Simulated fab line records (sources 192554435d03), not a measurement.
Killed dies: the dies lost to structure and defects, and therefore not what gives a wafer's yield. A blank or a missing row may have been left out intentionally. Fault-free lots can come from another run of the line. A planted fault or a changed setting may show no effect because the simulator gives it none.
Lot-split experiment | flow n5-finfet | 21 wafers read across 7 lots, on a route 1938 steps long

## SPLIT DETAILS
At N5_BEOL_M4_COAT_22 (resist thk 30 nm), the setting spin-rpm was moved away from the recipe's 1500 rpm on 7 of the 21 wafers read, by -10.0% to +9.1%. This setting was run at the recipe's value on the other wafers.

## FROM THE SPLIT TO THE READING: what the file shows between them, 9 steps
- N5_BEOL_M4_EBR_24
- N5_BEOL_M4_SOFTBAKE_23: time 60 s
- N5_BEOL_M4_EXPOSE_25: exposes mask V3, defocus 5 nm
- N5_BEOL_M4_PEB_26: peb time 60 s
- N5_BEOL_M4_DEVELOP_27: develop time 30 s
- N5_BEOL_M4_DESCUM_33: chemistry O2, time 7 s
- N5_BEOL_M4_ETCH_77: etches underlayer in N2/H2, target depth 6.5 nm, time 5.2 s
- N5_BEOL_M4_ETCH_69: etches SiARC in CF4, target depth 15.6 nm, time 26 s
- N5_BEOL_M4_ALD_98: deposits SiO2, target thk 2.5 nm, pulse time 1 s, co reactant pulse time 1 s

## THE READING
CAR-EUV_of_BEOL_M4_COAT_22.thk-nm (the simulator's own value, which no gauge read), in nm, at N5_BEOL_M4_ETCHBACK_99 (etches SiO2 in CHF3, target depth 5 nm, time 10.4 s). No usual value for it is given in the file. Across the 14 wafers here that went through the recipe, the average is 10.5 nm and the standard deviation 0.099 nm.

wafer  | tool, chamber at the split | spin-rpm as run, rpm | against the recipe | CAR-EUV_of_BEOL_M4_COAT_22.thk-nm, nm | against lot-mates on the recipe
L077.4 | litho-track-05, 0          | 1423                 | -5.1%              | 11                                    | +0.6
L077.5 | litho-track-05, 0          | 1500                 | recipe             | 10.4                                  | -
L077.6 | litho-track-05, 0          | 1500                 | recipe             | 10.4                                  | -
L082.2 | litho-track-05, 0          | 1500                 | recipe             | 10.6                                  | -
L082.6 | litho-track-05, 0          | 1500                 | recipe             | 10.6                                  | -
L082.5 | litho-track-05, 0          | 1500                 | recipe             | 10.4                                  | -
L085.3 | litho-track-05, 0          | 1636                 | +9.1%              | 9.2                                   | -1.2
L085.5 | litho-track-05, 0          | 1636                 | +9.1%              | 9.2                                   | -1.2
L085.4 | litho-track-05, 0          | 1500                 | recipe             | 10.4                                  | -
L087.3 | litho-track-05, 0          | 1500                 | recipe             | 10.6                                  | -
L087.4 | litho-track-05, 0          | 1500                 | recipe             | 10.6                                  | -
L087.6 | litho-track-05, 0          | 1500                 | recipe             | 10.6                                  | -
L091.1 | litho-track-04, 0          | 1601                 | +6.7%              | 9.2                                   | no lot-mate on the recipe
L091.2 | litho-track-04, 0          | 1601                 | +6.7%              | 9.2                                   | no lot-mate on the recipe
L091.3 | litho-track-04, 0          | 1601                 | +6.7%              | 9.2                                   | no lot-mate on the recipe
L092.1 | litho-track-05, 0          | 1500                 | recipe             | 10.4                                  | -
L092.3 | litho-track-05, 0          | 1500                 | recipe             | 10.4                                  | -
L092.5 | litho-track-05, 0          | 1500                 | recipe             | 10.6                                  | -
L095.1 | litho-track-04, 0          | 1350                 | -10.0%             | 12                                    | +1.4
L095.2 | litho-track-04, 0          | 1500                 | recipe             | 10.6                                  | -
L095.5 | litho-track-04, 0          | 1500                 | recipe             | 10.6                                  | -

FIT RESULTS
A straight line over all 21 wafers: CAR-EUV_of_BEOL_M4_COAT_22.thk-nm changes by -0.156 nm for each +1% of spin-rpm; r = -0.98; the points scatter about the line by 0.15 nm.
The same after taking each lot's own level away (the mean of its wafers on the recipe; 18 wafers): -0.134 nm for each +1%; r = -0.99; scatter 0.064 nm.
On that fit, the largest move of spin-rpm shifts the reading by 1.3 nm.
Measured against the standard deviation above, the lots' own levels, which go from 10.40 to 10.60 nm, span 2.0 times it.
In other words, the slope is changed by the lot-to-lot level; the two fits disagree.
Check: for one of the wafers moved furthest among these (-10.0%), held out of the fit, the line's prediction against its lot-mates is +1.29 nm. Against them it came out at +1.4 nm.

## FURTHER SPLITS ON THESE WAFERS
Before the reading, these wafers also passed through other splits. Each is held against what the fit with the lots' levels taken away leaves over:
other split on the same wafers | wafers away from the commonest value | r with CAR-EUV_of_BEOL_M4_COAT_22.thk-nm (lot level and that fit taken away)
N5_BEOL_M4_ETCH_64 bias-w      | 4                                    | -0.20

## THE WHOLE CHAIN: every reading that the file lists as answering this split, in the file's order
step                   | what it does                                        | reading                                                                            | change (the file's fit)               | r (the file's)
N5_BEOL_M4_COAT_22     | resist thk 30 nm                                    | CAR-EUV_of_BEOL_M4_COAT_22.thk-nm (the simulator's own value, which no gauge read) | -0.144 nm for each +1% of the setting | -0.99
N5_BEOL_M4_DEVELOP_27  | develop time 30 s                                   | CAR-EUV_of_BEOL_M4_COAT_22.thk-nm (the simulator's own value, which no gauge read) | -0.148 nm for each +1% of the setting | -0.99
N5_BEOL_M4_DESCUM_33   | chemistry O2, time 7 s                              | CAR-EUV_of_BEOL_M4_COAT_22.thk-nm (the simulator's own value, which no gauge read) | -0.157 nm for each +1% of the setting | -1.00
N5_BEOL_M4_ETCHBACK_99 | etches SiO2 in CHF3, target depth 5 nm, time 10.4 s | CAR-EUV_of_BEOL_M4_COAT_22.thk-nm (the simulator's own value, which no gauge read) | -0.134 nm for each +1% of the setting | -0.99

## THE FILE'S OWN FIT
CAR-EUV_of_BEOL_M4_COAT_22.thk-nm changes by -0.134 nm for each +1% of spin-rpm, r = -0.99.
